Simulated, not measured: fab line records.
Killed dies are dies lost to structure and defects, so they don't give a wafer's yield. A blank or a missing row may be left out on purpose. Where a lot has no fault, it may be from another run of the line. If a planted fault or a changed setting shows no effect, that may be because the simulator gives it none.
Which of the tools did it?	flow nandHarc	24 lots with 72 wafers sampled at 3 steps, on a route of 1302 steps

== WHAT THE GAUGES SHOWED, per wafer ==
NHARC_P_M0_INSPECT_11. Usual: rawDefectCount reads 4.6 (standard deviation 2.6).
lot	measured	on	rawDefectCount	flag
L074	day 6 04:35	defectInspect-02	6 4 5	
L075	day 6 10:24	defectInspect-01	2 5 2	
L076	day 6 18:38	defectInspect-02	2 5 9	
L078	day 7 19:04	defectInspect-02	9 3 3	
L077	day 7 19:45	defectInspect-01	6 3 3	
L079	day 8 10:04	defectInspect-02	6 2 6	
L080	day 8 11:07	defectInspect-02	4 4 6	
L081	day 9 08:57	defectInspect-02	3 4 3	
L082	day 9 13:59	defectInspect-01	5 6 1	
L083	day 10 04:26	defectInspect-02	8 3 13	
L084	day 10 05:32	defectInspect-02	1 4 4	
L086	day 10 19:56	defectInspect-01	2 3 3	
L085	day 10 21:18	defectInspect-02	4 5 0	
L087	day 11 06:20	defectInspect-01	6 5 4	
L088	day 12 07:17	defectInspect-01	3 5 4	
L089	day 12 12:08	defectInspect-01	3 5 4	
L090	day 12 14:47	defectInspect-01	4 7 6	
L091	day 13 10:13	defectInspect-02	5 4 10	
L092	day 13 14:23	defectInspect-02	3 1 3	
L093	day 13 20:55	defectInspect-01	3 4 2	
L094	day 14 17:13	defectInspect-01	6 4 3	
L095	day 14 17:14	defectInspect-02	6 7 4	
L096	day 15 05:20	defectInspect-02	6 2 13	
L097	day 15 12:19	defectInspect-02	3 4 0	

== EACH LOT AND THE TOOL THAT RAN IT (in order: tool; ch and the chambers of the sampled wafers; start) ==
lot	NHARC_P_GATE_RTA_64	NHARC_P_CONTACT_CMP_24
L074	rtpAnneal-01 ch 0, day 5 21:06	cmp-02 ch 0,2,3, day 6 03:10
L075	rtpAnneal-01 ch 0, day 6 03:02	cmp-02 ch 0,1, day 6 09:06
L076	rtpAnneal-01 ch 0, day 6 11:29	cmp-04 ch 0,1, day 6 17:14
L078	rtpAnneal-02 ch 0, day 7 12:04	cmp-01 ch 1,2,3, day 7 17:40
L077	rtpAnneal-01 ch 0, day 7 12:35	cmp-04 ch 0,1,3, day 7 18:22
L079	rtpAnneal-01 ch 0, day 8 03:04	cmp-02 ch 0,1,2, day 8 08:47
L080	rtpAnneal-01 ch 0, day 8 04:08	cmp-02 ch 0,3, day 8 09:41
L081	rtpAnneal-02 ch 0, day 9 01:44	cmp-02 ch 2,3, day 9 07:38
L082	rtpAnneal-02 ch 0, day 9 06:42	cmp-04 ch 0,1, day 9 12:40
L083	rtpAnneal-01 ch 0, day 9 21:09	cmp-02 ch 0,2,3, day 10 03:02
L084	rtpAnneal-02 ch 0, day 9 22:22	cmp-04 ch 0,1,2, day 10 04:13
L086	rtpAnneal-01 ch 0, day 10 12:31	cmp-01 ch 0,2,3, day 10 18:31
L085	rtpAnneal-02 ch 0, day 10 12:55	cmp-04 ch 0,2, day 10 19:53
L087	rtpAnneal-01 ch 0, day 10 23:19	cmp-01 ch 0,2,3, day 11 05:02
L088	rtpAnneal-01 ch 0, day 11 23:36	cmp-02 ch 0,1,2, day 12 05:46
L089	rtpAnneal-01 ch 0, day 12 03:51	cmp-04 ch 1,2,3, day 12 10:39
L090	rtpAnneal-02 ch 0, day 12 06:59	cmp-02 ch 1,2,3, day 12 13:22
L091	rtpAnneal-01 ch 0, day 13 03:02	cmp-01 ch 0,2,3, day 13 08:47
L092	rtpAnneal-02 ch 0, day 13 07:15	cmp-04 ch 0,1,3, day 13 12:59
L093	rtpAnneal-02 ch 0, day 13 13:58	cmp-02 ch 0,1,2, day 13 19:36
L094	rtpAnneal-01 ch 0, day 14 07:05	cmp-04 ch 0,2,3, day 14 12:59
L095	rtpAnneal-02 ch 0, day 14 09:40	cmp-04 ch 0,1,2, day 14 15:46
L096	rtpAnneal-01 ch 0, day 14 21:56	cmp-01 ch 1,2,3, day 15 03:56
L097	rtpAnneal-01 ch 0, day 15 05:01	cmp-04 ch 0,1,2, day 15 10:56
- NHARC_P_GATE_RTA_64: time 1 s.
- NHARC_P_CONTACT_CMP_24: polishes, t overpolish 30 s, target thk 200 nm.

== WHAT THE TOOLS THEMSELVES READ (means of the sampled wafers that have a number; where no wafer has one, the mark that the record gives instead) ==
NHARC_P_GATE_RTA_64. Usual: lampPowerPct 34 %, standard deviation 3.1; lamp_zone_3_pct 34 %, standard deviation 3.1; wafer_temp_C_max 1056.5, standard deviation 1.8.
lot	tool	lampPowerPct (%)	lamp_zone_3_pct (%)	wafer_temp_C_max	flag
L074	rtpAnneal-01	37	37	1057.4	
L075	rtpAnneal-01	37	37	1058.3	
L076	rtpAnneal-01	37	37	1057.2	
L078	rtpAnneal-02	31	30	1053.4	
L077	rtpAnneal-01	37	37	1056.7	
L079	rtpAnneal-01	37	37	1058.1	
L080	rtpAnneal-01	37	37	1056.5	
L081	rtpAnneal-02	31	31	1054.8	
L082	rtpAnneal-02	31	31	1054.7	
L083	rtpAnneal-01	37	37	1057.5	
L084	rtpAnneal-02	30	31	1054.1	
L086	rtpAnneal-01	37	37	1058.0	
L085	rtpAnneal-02	31	31	1055.1	
L087	rtpAnneal-01	37	37	1057.0	
L088	rtpAnneal-01	37	37	1057.3	
L089	rtpAnneal-01	37	37	1057.4	
L090	rtpAnneal-02	31	31	1055.0	
L091	rtpAnneal-01	37	37	1057.8	
L092	rtpAnneal-02	30	31	1053.9	
L093	rtpAnneal-02	30	31	1055.7	
L094	rtpAnneal-01	37	37	1057.7	
L095	rtpAnneal-02	31	31	1055.8	
L096	rtpAnneal-01	37	37	1057.8	
L097	rtpAnneal-01	37	37	1058.2	

NHARC_P_CONTACT_CMP_24. Usual: motorCurrentA 11.7 A, standard deviation 1.2; overpolishRunS 30.001 s, standard deviation 0.0082; timeToEndpointS 41 s, standard deviation 3.6.
lot	tool	motorCurrentA (A)	overpolishRunS (s)	timeToEndpointS (s)	flag
L074	cmp-02	10.4	29.999	43	
L075	cmp-02	12.2	30.007	43	
L076	cmp-04	12.0	29.993	40	
L078	cmp-01	12.6	30.009	39	
L077	cmp-04	11.5	29.997	37	
L079	cmp-02	11.8	29.998	40	
L080	cmp-02	10.2	29.994	38	
L081	cmp-02	11.5	30.007	39	
L082	cmp-04	12.4	30.007	41	
L083	cmp-02	10.9	29.997	39	
L084	cmp-04	12.4	30.005	45	
L086	cmp-01	11.7	29.998	40	
L085	cmp-04	12.2	30.006	44	
L087	cmp-01	11.5	30.002	37	
L088	cmp-02	12.0	29.997	42	
L089	cmp-04	11.4	29.989	44	
L090	cmp-02	11.7	29.996	44	
L091	cmp-01	12.3	30.010	37	
L092	cmp-04	11.7	30.005	42	
L093	cmp-02	11.8	29.995	42	
L094	cmp-04	11.5	29.999	40	
L095	cmp-04	12.3	30.005	45	
L096	cmp-01	12.4	30.005	37	
L097	cmp-04	11.9	29.991	42	

== THE ANSWER, worked out from the rows above alone ==
Rule: a lot is off if the mean of its wafers that have a number lies more than 3 standard deviations from the usual mean. A lot without any number at a reading at which 4 lots or more have one is off too. All remaining lots with rows at the step are treated as sound. The gauges are gone through in route order, then the tools' own readings, and for those a lot's mean is taken as printed above. The first step at which some lot is off is used, and at that step the reading that is off furthest; a lot without a number counts as furthest.
No lot is off at any reading shown: from this, nothing can be told.

== WHAT HAD BEEN PUT IN BY THE SIMULATOR ==
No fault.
